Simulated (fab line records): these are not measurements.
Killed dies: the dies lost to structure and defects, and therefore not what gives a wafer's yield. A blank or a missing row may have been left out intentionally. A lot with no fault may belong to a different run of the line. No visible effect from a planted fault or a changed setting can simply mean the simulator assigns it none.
fab line records -- flow nandHarc
[record] lots = 6, wafers = 18, lastDay = 31
route steps=1302 shown A_BONDPAD@1217 HYBRID_BOND@1237 THIN_TSV@1244 END@1302
lots that met no fault: taken from a fault-free run of the same line
startH: start of the lot's first displayed wafer, in hours after the record's first day -- waitH: time in hours since the lot's previous step -- " unchanged from the row above -- L1.1+2: a single row standing in for several wafers -- - no value, or no start given -- * or withheld: withheld -- < > ~ a bound
route shown NAME@n: names a module that has steps shown in the file, with the first one's number in the route -- usual: mean and standard deviation over wafers with no fault -- same: alike in all rows -- chamber/n: place in a boat -- sites: the reading at each site -- _std_site: the standard deviation of these -- _edge_site: mean of outer sites minus mean of inner sites -- radiusMm: how far each site lies from the wafer's centre -- mask NAME#n: copy n -- behind: tool/chamber where the wafer was last shaped -- hold: what put the lot on hold/how long, in hours/how the hold closed -- device: the transistor (n, p or np) that didn't switch -- end of line: the route-end tests of the same wafers -- a step without rows: its recipe alone -- killed: the dies lost at the first sort to structure and to defects; this is not the yield of the wafer -- map: a wafer's dies, marking killed ones x, the rest . and places with no die _
set.NAME: the setting as run; set.NAME@STEP: as run at that earlier step -- model.NAME: the simulator's own value behind a step, which no gauge read
lots at selected steps of the route; one table per step, one row per wafer
services: when a tool's chamber went out of use (startH, in hours from the record's first day, below 0 if earlier), for how many hours, and the reason
[[steps]]
[step NHARC_A_BONDPAD_HARDBAKE_10]
[recipe] tempC = 118, timeS = 65
[step NHARC_A_BONDPAD_DESCUM_11]
[recipe] timeS = 3, o2FlowSccm = 200, arFlowSccm = 0, biasPowerW = 0, chemistry = O2
[step NHARC_A_BONDPAD_ETCH_34]
[recipe] targetDepthA = 600, overetchA = 180, timeS = 65.91, ionEnergyEv = 200, n2FlowSccm = 150, h2FlowSccm = 150, arFlowSccm = 0, rfW = 400, biasW = 150, chemistry = N2/H2
[usual] chamberPressureMTorr = 29.997/0.028, drypumpMotorCurrentA = 5.7/0.36, oesProductAu = 1.000/0.0094, rfVppV = 430.6/2.2, showerheadPlenumPTorr = 2.04/0.078, throttleValvePct = 14.172/0.0094
lot.wafer,tool,chamber,startH,waitH,chamberPressureMTorr,drypumpMotorCurrentA,oesProductAu,rfHoursCounterH,rfVppV,showerheadPlenumPTorr,throttleValvePct
L373.1,rieDiel-01,3,542.96,0.1,29.997,5.4,1.009,5,432.6,2.07,14.166
L373.4,rieDiel-01,1,542.96,0.1,29.991,5.6,1.002,4,432.8,2.09,14.173
L373.6,rieDiel-01,3,542.96,0.1,30.003,5.4,1.014,-,431.6,2.07,14.171
L376.3,rieDiel-13,2,566.88,0.1,29.973,5.7,1.003,14,427.6,1.99,14.181
L376.4,rieDiel-13,0,566.88,0.1,29.997,5.4,0.980,12,431.1,2.07,14.168
L376.6,rieDiel-13,1,566.88,0.1,29.996,5.4,0.994,-,434.4,2.15,14.169
L378.1,rieDiel-12,3,599.58,0.1,30.016,5.6,0.978,27,430.6,2.07,14.167
L378.4,rieDiel-12,1,599.58,0.1,30.038,5.8,0.989,21,428.5,1.95,14.179
L378.6,rieDiel-12,3,599.58,0.1,30.011,5.7,0.978,-,430.1,2.07,14.171
L382.1,rieDiel-01,3,627.20,0.1,29.962,5.5,1.003,1,432.0,2.07,14.179
L382.2,rieDiel-01,2,627.20,0.1,29.951,6.1,1.009,1,431.9,2.08,14.183
L382.6,rieDiel-01,0,627.20,0.1,29.998,6.0,1.014,-,433.1,2.14,14.169
L390.4,rieDiel-01,2,711.87,0.1,29.976,6.1,1.003,3,432.1,2.08,14.145
L390.2,rieDiel-01,3,711.87,0.1,29.979,5.4,0.993,4,431.3,2.07,14.175
L390.5,rieDiel-01,2,711.87,0.1,30.027,6.1,1.000,-,431.5,2.08,14.168
L389.3,rieDiel-01,3,714.02,0.1,29.988,5.5,0.983,4,431.4,2.07,14.170
L389.1,rieDiel-01,0,714.02,0.1,29.982,6.0,1.005,4,432.6,2.14,14.169
L389.5,rieDiel-01,3,714.02,0.1,29.967,5.4,0.982,-,429.7,2.07,14.177
[step NHARC_A_BONDPAD_ETCH_12]
[recipe] targetDepthA = 2200, timeS = 110, chf3FlowSccm = 50, o2FlowSccm = 10, arFlowSccm = 200, rfW = 500, biasW = 200, chemistry = CHF3/O2
[step NHARC_A_BONDPAD_CD_MEAS_13]
[usual] cdNm = 499.2/2.1
lot.wafer,tool,chamber,startH,waitH,cdNm
L373.1,cdSem-02,-,543.19,-,503.5
L373.4,cdSem-02,-,543.19,-,497.7
L373.6,cdSem-02,-,543.19,-,498.2
L376.3,cdSem-03,-,567.12,-,503.1
L376.4,cdSem-03,-,567.12,-,501.6
L376.6,cdSem-03,-,567.12,-,499.5
L378.1,cdSem-02,-,599.81,-,500.2
L378.4,cdSem-02,-,599.81,-,498.0
L378.6,cdSem-02,-,599.81,-,500.0
L382.1,cdSem-02,-,627.43,-,501.9
L382.2,cdSem-02,-,627.43,-,501.3
L382.6,cdSem-02,-,627.43,-,499.6
L390.2,cdSem-01,-,712.11,-,499.6
L390.4,cdSem-01,-,712.11,-,499.3
L390.5,cdSem-01,-,712.11,-,497.8
L389.1,cdSem-03,-,714.24,-,495.7
L389.3,cdSem-03,-,714.24,-,501.1
L389.5,cdSem-03,-,714.24,-,499.6
[step NHARC_A_BONDPAD_STRIP_15]
[recipe] o2FlowSccm = 500, arFlowSccm = 0, biasW = 0, chemistry = O2
[step NHARC_A_BONDPAD_ETCH_24]
[recipe] targetDepthA = 300, overEtchFrac = 0.3, timeS = 72.99, ionEnergyEv = 150, cf4FlowSccm = 50, n2FlowSccm = 100, arFlowSccm = 150, rfW = 300, biasW = 100, chemistry = CF4/N2
[usual] cf4FlowSccm = 49.99/0.15, chamberPressureMTorr = 30.001/0.026, drypumpMotorCurrentA = 5.8/0.35, oesProductAu = 0.999/0.0099, rfVppV = 314.5/1.6, showerheadPlenumPTorr = 2.65/0.085, throttleValvePct = 19.795/0.0088
lot.wafer,tool,chamber,startH,waitH,cf4FlowSccm,chamberPressureMTorr,drypumpMotorCurrentA,oesProductAu,rfHoursCounterH,rfVppV,showerheadPlenumPTorr,throttleValvePct
L373.1,rieDiel-01,0,-,-,50.20,29.981,6.0,1.000,4,315.0,2.75,19.798
L373.4,rieDiel-01,3,-,-,49.98,29.989,5.5,1.007,5,313.9,2.66,19.789
L373.6,rieDiel-01,1,-,-,49.81,29.973,5.6,1.005,-,316.3,2.69,19.808
L376.4,rieDiel-01,2,-,-,49.86,29.990,6.1,0.991,0,315.4,2.67,19.797
L376.3,rieDiel-01,0,-,-,50.08,29.977,6.0,1.002,0,316.1,2.75,19.795
L376.6,rieDiel-01,3,-,-,50.06,29.989,5.4,0.993,-,315.3,2.66,19.802
L378.1,rieDiel-13,0,-,-,49.75,30.000,5.4,0.985,22,315.4,2.65,19.786
L378.4,rieDiel-13,1,-,-,49.99,30.026,5.3,0.979,22,317.4,2.76,19.795
L378.6,rieDiel-13,3,-,-,49.95,30.016,6.3,1.008,-,314.0,2.65,19.784
L382.2,rieDiel-01,1,-,-,49.93,29.937,5.6,1.001,1,316.4,2.69,19.767
L382.1,rieDiel-01,3,-,-,49.65,29.997,5.5,0.998,2,315.6,2.66,19.807
L382.6,rieDiel-01,2,-,-,49.85,29.978,6.1,0.996,-,316.7,2.67,19.785
L390.2,rieDiel-01,0,-,-,50.16,30.003,6.0,1.019,4,316.1,2.75,19.797
L390.4,rieDiel-01,2,-,-,50.16,30.018,6.1,1.005,4,313.5,2.67,19.779
L390.5,rieDiel-01,0,-,-,50.01,29.987,6.0,1.012,-,315.4,2.75,19.800
L389.1,rieDiel-13,2,-,-,50.02,30.017,5.7,1.006,5,314.5,2.55,19.799
L389.3,rieDiel-13,3,-,-,49.99,29.987,6.4,0.976,5,313.1,2.63,19.795
L389.5,rieDiel-13,2,-,-,50.12,29.976,5.8,1.014,-,311.9,2.55,19.808
[step NHARC_A_BONDPAD_STRIP_16]
[recipe] timeS = 600, tempC = 30, chemistry = postEtchResidueRemover
[step NHARC_A_BONDPAD_DEGAS_25]
[recipe] tempC = 300, timeS = 60
[step NHARC_A_BONDPAD_PRE_CLEAN_26]
[recipe] timeS = 30, tempC = 280, gas = H2/He
[usual] heaterPowerW = 408/25
lot.wafer,tool,chamber,startH,waitH,heaterPowerW
L373.4,pvdSputter-01,-,-,-,389
L373.1,pvdSputter-01,-,-,-,383
L373.6,pvdSputter-01,-,-,-,411
L376.4,pvdSputter-03,-,-,-,466
L376.3,pvdSputter-03,-,-,-,400
L376.6,pvdSputter-03,-,-,-,469
L378.1,pvdSputter-03,-,-,-,417
L378.4,pvdSputter-03,-,-,-,378
L378.6,pvdSputter-03,-,-,-,406
L382.2,pvdSputter-01,-,-,-,438
L382.1,pvdSputter-01,-,-,-,391
L382.6,pvdSputter-01,-,-,-,399
L390.2,pvdSputter-01,-,-,-,385
L390.4,pvdSputter-01,-,-,-,403
L390.5,pvdSputter-01,-,-,-,409
L389.1,pvdSputter-01,-,-,-,389
L389.3,pvdSputter-01,-,-,-,426
L389.5,pvdSputter-01,-,-,-,398
[step NHARC_A_BONDPAD_PVD_17]
[recipe] targetThkA = 50, biasV = 168.6, powerW = 15000, chamberPressurePa = 0.12, timeS = 8.06, substrateTempC = 50, material = TaN
[step NHARC_A_BONDPAD_PVD_27]
[recipe] targetThkA = 300, chamberPressurePa = 5, powerW = 5000, substrateTempC = 30, timeS = 20.49, material = Cu
[step NHARC_A_BONDPAD_ECD_18]
[recipe] targetThkA = 4000, bathTempC = 25, material = Cu
lot.wafer,tool,chamber,startH,waitH
L373.1+4+6,ecdCu-02,"1,1,0",544.24,-
L376.4+3+6,ecdCu-02,"0,1,1",568.20,-
L378.1+4+6,ecdCu-01,"0,1,0",600.79,-
L382.2+1+6,ecdCu-01,"0,1,1",628.42,-
L390.2+4+5,ecdCu-01,"1,1,0",713.14,-
L389.1+3+5,ecdCu-02,"1,0,0",715.28,-
[step NHARC_A_BONDPAD_ANNEAL_28]
[recipe] tempC = 225, timeS = 90
[usual] wafer_temp_C_max = 226.1/0.4
lot.wafer,tool,chamber,startH,waitH,wafer_temp_C_max
L373.1,rtpAnneal-01,0,544.57,-,226.0
L373.4,rtpAnneal-01,0,544.57,-,226.0
L373.6,rtpAnneal-01,0,544.57,-,225.8
L376.3,rtpAnneal-02,0,568.58,0.3,226.5
L376.4,rtpAnneal-02,0,568.58,0.3,226.5
L376.6,rtpAnneal-02,0,568.58,0.3,226.0
L378.1,rtpAnneal-02,0,601.16,-,226.3
L378.4,rtpAnneal-02,0,601.16,-,226.2
L378.6,rtpAnneal-02,0,601.16,-,226.0
L382.1,rtpAnneal-02,0,628.80,0.3,226.5
L382.2,rtpAnneal-02,0,628.80,0.3,226.9
L382.6,rtpAnneal-02,0,628.80,0.3,227.1
L390.2,rtpAnneal-01,0,713.52,0.3,225.4
L390.4,rtpAnneal-01,0,713.52,0.3,225.2
L390.5,rtpAnneal-01,0,713.52,0.3,225.1
L389.1,rtpAnneal-01,0,715.61,0.3,226.0
L389.3,rtpAnneal-01,0,715.61,0.3,225.5
L389.5,rtpAnneal-01,0,715.61,0.3,225.9
[step NHARC_A_BONDPAD_CMP_19]
[recipe] tOverpolishS = 30, cuRecessTouchS = 16, targetThkNm = 169.82
[step NHARC_A_BONDPAD_THK_MEAS_20]
[recipe] thkMeasGauge = xrf
[usual] thkNm = 169.5/1.5
lot.wafer,tool,chamber,startH,waitH,thkNm
L373.1,filmMetro-01,-,545.23,-,171.0
L373.4,filmMetro-01,-,545.23,-,168.8
L373.6,filmMetro-01,-,545.23,-,167.9
L376.3,filmMetro-01,-,569.14,-,170.6
L376.4,filmMetro-01,-,569.14,-,170.9
L376.6,filmMetro-01,-,569.14,-,168.4
L378.1,filmMetro-02,-,601.83,-,169.5
L378.4,filmMetro-02,-,601.83,-,167.3
L378.6,filmMetro-02,-,601.83,-,167.6
L382.1,filmMetro-01,-,629.47,-,167.3
L382.2,filmMetro-01,-,629.47,-,167.4
L382.6,filmMetro-01,-,629.47,-,171.3
L390.2,filmMetro-02,-,714.15,-,170.0
L390.4,filmMetro-02,-,714.15,-,171.3
L390.5,filmMetro-02,-,714.15,-,172.0
L389.1,filmMetro-02,-,716.28,-,172.9
L389.3,filmMetro-02,-,716.28,-,169.9
L389.5,filmMetro-02,-,716.28,-,172.2
[step NHARC_A_BONDPAD_SRD_21]
[recipe] timeS = 30, tempC = 23, dryTimeS = 20, spinRpm = 1500
[step NHARC_HYBRID_BOND_ACTIVATE_00]
[recipe] timeS = 60, n2FlowSccm = 200, arFlowSccm = 0, biasPowerW = 0, chemistry = N2
[step NHARC_HYBRID_BOND_PRECLEAN_01]
[recipe] timeS = 300, tempC = 23, chemistry = DIW
[step NHARC_HYBRID_BOND_SRD_02]
[recipe] timeS = 30, tempC = 23, dryTimeS = 20, spinRpm = 1500
[step NHARC_HYBRID_BOND_BOND_03]
[recipe] tempC = 25
[step NHARC_HYBRID_BOND_ANNEAL_04]
[recipe] tempC = 300, timeS = 7200, rampUpCPerMin = 5, rampDownCPerMin = 3, idleTempC = 100, pressureAtm = 1
[step NHARC_HYBRID_BOND_OVL_MEAS_05]
[usual] overlayXNm = 1/33, overlayYNm = -1/36
lot.wafer,tool,chamber,startH,waitH,overlayXNm,overlayYNm
L373.1,overlay-01,-,554.85,0.4,0,9
L373.4,overlay-01,-,554.85,0.4,-9,-23
L373.6,overlay-01,-,554.85,0.4,24,15
L376.3,overlay-02,-,579.96,0.4,11,-23
L376.4,overlay-02,-,579.96,0.4,-37,-56
L376.6,overlay-02,-,579.96,0.4,14,39
L378.1,overlay-02,-,614.23,0.4,8,4
L378.4,overlay-02,-,614.23,0.4,-29,-52
L378.6,overlay-02,-,614.23,0.4,-35,32
L382.1,overlay-02,-,639.13,0.4,-6,-59
L382.2,overlay-02,-,639.13,0.4,-25,12
L382.6,overlay-02,-,639.13,0.4,6,-95
L389.1,overlay-01,-,723.92,0.4,-41,-28
L389.3,overlay-01,-,723.92,0.4,11,-19
L389.5,overlay-01,-,723.92,0.4,-41,14
L390.2,overlay-02,-,723.92,0.4,-40,-70
L390.4,overlay-02,-,723.92,0.4,1,22
L390.5,overlay-02,-,723.92,0.4,-37,74
[step NHARC_THIN_TSV_GRIND_00]
[recipe] targetThkUm = 6
[step NHARC_THIN_TSV_CMP_01]
[recipe] targetThkUm = 3
[step NHARC_THIN_TSV_THK_MEAS_02]
[recipe] thkMeasGauge = ir
[usual] thkNm = 2947/220
lot.wafer,tool,chamber,startH,waitH,thkNm
L373.1,filmMetro-02,-,557.72,0.2,2808
L373.4,filmMetro-02,-,557.72,0.2,2822
L373.6,filmMetro-02,-,557.72,0.2,2920
L376.3,filmMetro-02,-,581.64,0.2,2705
L376.4,filmMetro-02,-,581.64,0.2,2732
L376.6,filmMetro-02,-,581.64,0.2,2637
L378.1,filmMetro-01,-,615.93,0.2,2758
L378.4,filmMetro-01,-,615.93,0.2,2850
L378.6,filmMetro-01,-,615.93,0.2,2665
L382.1,filmMetro-01,-,640.85,-,2697
L382.2,filmMetro-01,-,640.85,-,2681
L382.6,filmMetro-01,-,640.85,-,2864
L389.1,filmMetro-01,-,726.02,-,3439
L389.3,filmMetro-01,-,726.02,-,3320
L389.5,filmMetro-01,-,726.02,-,3187
L390.2,filmMetro-01,-,727.23,0.2,3237
L390.4,filmMetro-01,-,727.23,0.2,3105
L390.5,filmMetro-01,-,727.23,0.2,3277
[step NHARC_THIN_TSV_SRD_03]
[step NHARC_THIN_TSV_PRECLEAN_41]
[recipe] timeS = *, tempC = 50, bathAgeMin = 0, chemistry = SC1
[step NHARC_THIN_TSV_SRD_42]
[step NHARC_THIN_TSV_DEP_43]
[recipe] targetThkA = 13285, tempC = withheld, pressureTorr = 6.5, rfW = 900, teosFlowSccm = 161.4, flowSccm = 2650, targetThkNm = 1328.5, gas = O2, material = SiO2
[usual] throttleValvePct = 16.0/0.52
lot.wafer,tool,chamber,startH,waitH,throttleValvePct
L373.1,pecvd-04,1,557.94,-,16.4
L373.6,pecvd-04,1,557.94,-,15.9
L373.4,pecvd-04,2,557.94,-,15.9
L376.3,pecvd-04,0,581.95,-,16.9
L376.6,pecvd-04,1,581.95,-,16.1
L376.4,pecvd-04,2,581.95,-,15.9
L378.1,pecvd-04,1,616.24,-,16.0
L378.4,pecvd-04,2,616.24,-,16.3
L378.6,pecvd-04,1,616.24,-,16.2
L382.2,pecvd-01,0,641.07,-,16.3
L382.1,pecvd-01,2,641.07,-,15.9
L382.6,pecvd-01,2,641.07,-,15.8
L389.3,pecvd-04,2,726.33,-,16.0
L389.1,pecvd-04,0,726.33,-,16.2
L389.5,pecvd-04,2,726.33,-,15.9
L390.2,pecvd-01,1,727.54,-,15.8
L390.5,pecvd-01,0,727.54,-,16.2
L390.4,pecvd-01,2,727.54,-,15.7
[step NHARC_THIN_TSV_DEHYDRATE_04]
[recipe] tempC = 150, timeS = 120
[step NHARC_THIN_TSV_HMDS_05]
[recipe] timeS = 30
[step NHARC_THIN_TSV_COAT_06]
[recipe] spinRpm = *
[step NHARC_THIN_TSV_SOFTBAKE_07]
[recipe] tempC = 122, timeS = 95
[step NHARC_THIN_TSV_EBR_08]
[step NHARC_THIN_TSV_EXPOSE_09]
[recipe] na = 0.55, doseMj = 30.7, maskId = TSV
[step NHARC_THIN_TSV_PEB_10]
[recipe] pebTempC = 118, pebTimeS = 85
[step NHARC_THIN_TSV_DEVELOP_11]
[recipe] timeS = 70
[step NHARC_END_SORT_01]
[recipe] tempC = 25
[usual] defectLimitedYield = 92.0/2.4, killedAtArray = 50/16, killedAtOther = 0.8/1, killedAtPeriphery = 4/3.1, killedDies = 54/16, killedOpen = 3.2/2, killedShort = 2.5/1.6, sort_bin_2_pct = 2.8/1, sort_bin_3_pct = 0.6/0.35, sort_bin_4_pct = 4.6/1.4, sortNPass = 623/16, sortRimYieldPct = 90/4.3, sortYieldPct = 92.0/2.4
[same] grossDies = 677, sort_bin_5_pct[%] = 0, sort_bin_6_pct[%] = 0, sort_bin_7_pct[%] = 0, sort_bin_8_pct[%] = 0, sortRimNGross = 106.00
lot.wafer,tool,chamber,startH,waitH,defectLimitedYield[%],killedAtArray,killedAtOther,killedAtPeriphery,killedDies,killedOpen,killedShort,sort_bin_2_pct[%],sort_bin_3_pct[%],sort_bin_4_pct[%],sortNPass,sortRimYieldPct[%],sortYieldPct[%]
L376.3,prober-01,0,599.24,3.0,89.8,62,0,7,69,3,1,3.2,0.7,6.2,608,92,89.8
L376.4,prober-01,0,600.02,3.3,93.8,39,1,2,42,2,3,2.5,0.7,3.0,635,90,93.8
L376.6,prober-01,0,601.59,3.9,90.5,59,0,5,64,7,3,3.4,0.6,5.5,613,92,90.5
L378.1,prober-01,0,633.54,2.5,59.4,270,0,5,275,3,1,13.3,1.6,25.7,402,57,59.4
L378.4,prober-01,0,635.96,3.4,61.9,256,1,1,258,1,0,13.0,3.0,22.2,419,63,61.9
L378.6,prober-01,0,637.57,4.0,62.6,247,0,6,253,3,0,12.0,1.8,23.6,424,53,62.6
L382.1,prober-02,0,656.84,2.5,59.2,268,0,8,276,2,1,10.9,2.8,27.0,401,63,59.2
L382.2,prober-02,0,657.63,2.8,59.4,270,1,4,275,1,0,13.3,1.6,25.7,402,68,59.4
L382.6,prober-02,0,660.78,3.9,59.4,267,0,8,275,3,1,13.9,2.1,24.7,402,58,59.4
L389.1,prober-02,0,742.05,2.5,91.7,50,0,6,56,1,3,3.8,0.9,3.5,621,90,91.7
L389.5,prober-02,0,745.25,3.7,89.4,64,0,8,72,0,2,3.8,0.4,6.4,605,85,89.4
L390.2,prober-01,0,742.87,2.8,94.4,34,0,4,38,2,4,1.5,0.9,3.2,639,92,94.4
L390.4,prober-01,0,744.46,3.4,93.2,45,0,1,46,1,3,2.7,0.9,3.2,631,95,93.2
L390.5,prober-01,0,745.25,3.7,95.1,30,3,0,33,1,3,2.5,0.3,2.1,644,91,95.1
// killed by level:class
L376.3 A_CHANNEL_HOLE_D1:chamberFilmFlake=33 A_CHANNEL_HOLE_D2:chamberFilmFlake=11 A_CHANNEL_FILL_D1:chamberFilmFlake=5 P_STI:chamberFilmFlake=3 A_WL_FILL:chamberFilmFlake=3 P_GATE:chamberFilmFlake=2 A_DECK1_JOINT:chamberFilmFlake=2 A_BONDPAD:chamberFilmFlake=2
L376.4 A_CHANNEL_HOLE_D1:chamberFilmFlake=20 A_CHANNEL_HOLE_D2:chamberFilmFlake=5 A_CONTACT:chamberFilmFlake=2 A_M1:chamberFilmFlake=2 A_BONDPAD:chamberFilmFlake=2 P_CONTACT:geometricParticle:short=1 A_ONON_D2:geometricParticle:short=1 A_DECK1_JOINT:chamberFilmFlake=1
L376.6 A_CHANNEL_HOLE_D1:chamberFilmFlake=34 A_CHANNEL_HOLE_D2:chamberFilmFlake=10 A_BONDPAD:chamberFilmFlake=3 A_DECK1_JOINT:geometricParticle:open=2 A_M0:geometricParticle:open=2 A_CHANNEL_FILL_D1:chamberFilmFlake=2 A_DECK1_JOINT:chamberFilmFlake=2 P_CONTACT:geometricParticle:open=1
L378.1 A_BONDPAD:unspecified=226 A_CHANNEL_HOLE_D2:chamberFilmFlake=22 A_CHANNEL_HOLE_D1:chamberFilmFlake=8 A_CHANNEL_FILL_D2:chamberFilmFlake=4 A_CONTACT:chamberFilmFlake=3 P_CONTACT:chamberFilmFlake=2 A_DECK1_JOINT:chamberFilmFlake=2 A_STAIRCASE:chamberFilmFlake=2
L378.4 A_BONDPAD:unspecified=217 A_CHANNEL_HOLE_D2:chamberFilmFlake=26 A_CHANNEL_HOLE_D1:chamberFilmFlake=4 A_STAIRCASE:chamberFilmFlake=2 A_CONTACT:chamberFilmFlake=2 A_ONON_D1:geometricParticle:open=1 P_CONTACT:chamberFilmFlake=1 A_CHANNEL_FILL_D1:chamberFilmFlake=1
L378.6 A_BONDPAD:unspecified=213 A_CHANNEL_HOLE_D2:chamberFilmFlake=21 P_CONTACT:chamberFilmFlake=5 A_CHANNEL_HOLE_D1:chamberFilmFlake=2 A_STAIRCASE:chamberFilmFlake=2 A_WL_FILL:chamberFilmFlake=2 A_CONTACT:chamberFilmFlake=2 A_ONON_D1:geometricParticle:open=1
L382.1 A_BONDPAD:unspecified=246 A_CHANNEL_HOLE_D2:chamberFilmFlake=12 A_STAIRCASE:chamberFilmFlake=4 P_CONTACT:chamberFilmFlake=3 P_M2:chamberFilmFlake=3 A_CHANNEL_HOLE_D1:chamberFilmFlake=2 P_GATE:geometricParticle:short=1 P_GATE:geometricParticle:open=1
L382.2 A_BONDPAD:unspecified=239 A_CHANNEL_HOLE_D2:chamberFilmFlake=13 A_STAIRCASE:chamberFilmFlake=6 A_CONTACT:chamberFilmFlake=6 A_CHANNEL_HOLE_D1:chamberFilmFlake=4 P_CONTACT:chamberFilmFlake=3 A_ONON_D2:geometricParticle:open=1 P_M2:chamberFilmFlake=1
L382.6 A_BONDPAD:unspecified=236 A_STAIRCASE:chamberFilmFlake=12 A_CHANNEL_HOLE_D2:chamberFilmFlake=11 P_M2:chamberFilmFlake=4 A_CONTACT:chamberFilmFlake=3 P_CONTACT:chamberFilmFlake=2 A_CHANNEL_HOLE_D1:chamberFilmFlake=2 P_M0:geometricParticle:open=1
L389.1 A_CHANNEL_HOLE_D2:chamberFilmFlake=18 A_SLIT:chamberFilmFlake=16 A_CHANNEL_HOLE_D1:chamberFilmFlake=7 P_M1:chamberFilmFlake=3 A_CONTACT:chamberFilmFlake=2 A_WL_FILL:chamberFilmFlake=2 A_ONON_D1:geometricParticle:short=1 A_CHANNEL_HOLE_D1:geometricParticle:short=1
L390.2 A_CHANNEL_HOLE_D1:chamberFilmFlake=17 A_SLIT:chamberFilmFlake=7 A_CHANNEL_FILL_D1:chamberFilmFlake=3 A_WL_FILL:geometricParticle:short=2 P_M1:chamberFilmFlake=2 P_CONTACT:geometricParticle:short=1 A_ONON_D1:geometricParticle:open=1 A_ONON_D2:geometricParticle:open=1
L390.4 A_CHANNEL_HOLE_D1:chamberFilmFlake=31 A_SLIT:chamberFilmFlake=6 A_CONTACT:chamberFilmFlake=4 A_ONON_D1:geometricParticle:short=1 A_DECK1_JOINT:geometricParticle:open=1 A_ONON_D2:geometricParticle:short=1 A_SGD_CUT:geometricParticle:short=1 P_GATE:chamberFilmFlake=1
L389.5 A_SLIT:chamberFilmFlake=25 A_CHANNEL_HOLE_D2:chamberFilmFlake=23 A_CHANNEL_HOLE_D1:chamberFilmFlake=6 P_M1:chamberFilmFlake=4 A_WL_FILL:chamberFilmFlake=4 A_CONTACT:chamberFilmFlake=4 P_GATE:chamberFilmFlake=3 P_M0:geometricParticle:short=1
L390.5 A_CHANNEL_HOLE_D1:chamberFilmFlake=18 A_SLIT:chamberFilmFlake=5 THIN_TSV:chamberFilmFlake=3 A_CONTACT:chamberFilmFlake=2 A_CHANNEL_HOLE_D2:geometricParticle:open=1 A_SGD_CUT:geometricParticle:short=1 A_WL_FILL:geometricParticle:short=1 A_M0:geometricParticle:short=1
// map L378.1 (x killed, . not)
____________x____________
_________....xx._________
_______.x.......xx_______
______.x.xx..x...x.______
_____xxx..x...xx.x.._____
____.xx....x.xx....x.____
____x.xx..xx.xx.xx.x.____
___...x....x.....xx.x.___
___x.xxx...x...xx.....___
__.x.x..x.x.xx....xxxx.__
__x..xxx...x.xx.....x.x__
_........xx..x.x...x...._
_xxxx.....x..x.x..x.x..._
_xxxxx..x..x.x......x.x._
_x.xx...x...x...x...xxx._
_xxx..xxxx.x...x.x...x.._
xxxx.x......xx..x.x......
xx..xxxxxx.xxx...x.x.x...
xx.......xx..x.xxx..x..x.
.x.x.x.xxx.xx....x..xx..x
x..xxx..x.x.x.x..xx..xxx.
_xx..xx..xx.xx..xx....xx_
_x..x..xxx............x._
_.x.x.xx..x.xx.x...xx..._
_.xx..xx.x..xxxxxx.x.x.._
_x..xx.....x...xx.x.xx.x_
__.x.xx.x.x.x.xx.x.....__
__xx.x.x.x..x..xx...x..__
___x..x........x..x.xx___
___..x....x.x.......x.___
____.....xx...xx...x.____
____.x.x.....x...x...____
_____xx.x....x...x.x_____
______x....x.x.x.x.______
_______.xx.x.x..xx_______
_________...x.xx_________
____________.____________
// map L382.1 (x killed, . not)
____________x____________
_________x.x..x._________
_______x..x.xx...x_______
______x.x.x...xxx..______
_____xxxxxxx.xx....._____
____.xxx.x...xx.xx.x.____
____xxx...x......x...____
___....xxx.....x...x..___
___..xxx.xx.xxx..x..xx___
__xx.....xxxx...x.....x__
__x.x.....xx.x.....x.x.__
_x.x......xx.x.....x..x._
_xx....x...xx..x.x.x..x._
_x.x......x.xx.xxx......_
_xxxx..xxxxx..x..xxx..x._
_xxx.xxx.xx.xx..x......._
x..x...........xxx..xx.x.
...xx..x.x...x..xxx.x....
x......x..xxxxx.xxxxx....
.x.xx..xx..x.xxxx.xx.x..x
..xxxxx....x.........x.x.
_.xxxx.....xxx.x..x..xx._
_.xxxx....x..xx..x....x._
_...x.xx....xx..xxx....x_
_..xxxxxx..x.x.x...xx.x._
_...xx.x..x.x..x...x...x_
__...xx...x.....xxxxx..__
__.......xxx...xx..x...__
___x....x...xxxxx.xx..___
___xx..x.x..........xx___
____x.....xx.x..xxxx.____
____x.x.x..x..x.x....____
_____.x.......xxx..._____
______xx.....x.x.x.______
_______...x.xx...._______
_________x..xx.._________
____________.____________
[[services]]
tool,chamber,startH,hours,kind
rieDiel-13,-,519.01,9.0,pm
pvdSputter-03,-,526.00,10.0,pm
ecdCu-02,-,538.01,5.2,repair
ecdCu-02,-,548.22,1.0,repair
pvdSputter-01,-,550.87,30.4,repair
rieDiel-01,-,557.80,9.0,pm
ecdCu-02,-,565.33,0.8,repair
pvdSputter-03,-,577.88,4.2,repair
pvdSputter-01,-,582.36,10.0,pm
ecdCu-02,-,596.00,8.0,pm
rieDiel-01,-,597.45,7.6,repair
pecvd-01,1,606.37,5.6,repair
pecvd-04,-,631.29,13.0,pm
pvdSputter-03,-,637.09,2.3,repair
ecdCu-02,-,639.12,2.1,repair
rieDiel-01,1,661.35,1.5,repair
ecdCu-01,-,688.06,8.0,pm
rieDiel-13,-,696.01,9.0,pm
ecdCu-01,-,702.19,1.1,repair
ecdCu-02,-,702.20,0.6,repair
pecvd-04,0,705.72,6.2,repair
pecvd-04,-,714.32,2.2,repair
ecdCu-01,-,722.15,5.6,repair
rieDiel-13,0,725.05,1.8,repair
[[key]]
[firstSign] step = NHARC_END_SORT_01, reading = killedAtArray, direction = up, sigmas = 13, usual = 50, struck = 263
[effect] step = NHARC_END_SORT_01, reading = defectLimitedYield, direction = down, sigmas = 13, usual = 92.0, struck = 60.3
[moreKillsBornAt] NHARC_A_BONDPAD_ECD_18@ecdCu-01 = 1377
metAt NHARC_A_BONDPAD_ECD_18
struckWafers L378.1,L378.4,L378.6,L382.1,L382.2,L382.6
alsoFits NHARC_A_BONDPAD_ANNEAL_28:rtpAnneal-02
[fault] kind = chamberParticleSource, tool = ecdCu-01, chamber = -, onsetH = 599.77, steps = NHARC_A_BONDPAD_ECD_18, ratePerVisitCm2 = 0.47248, endH = 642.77
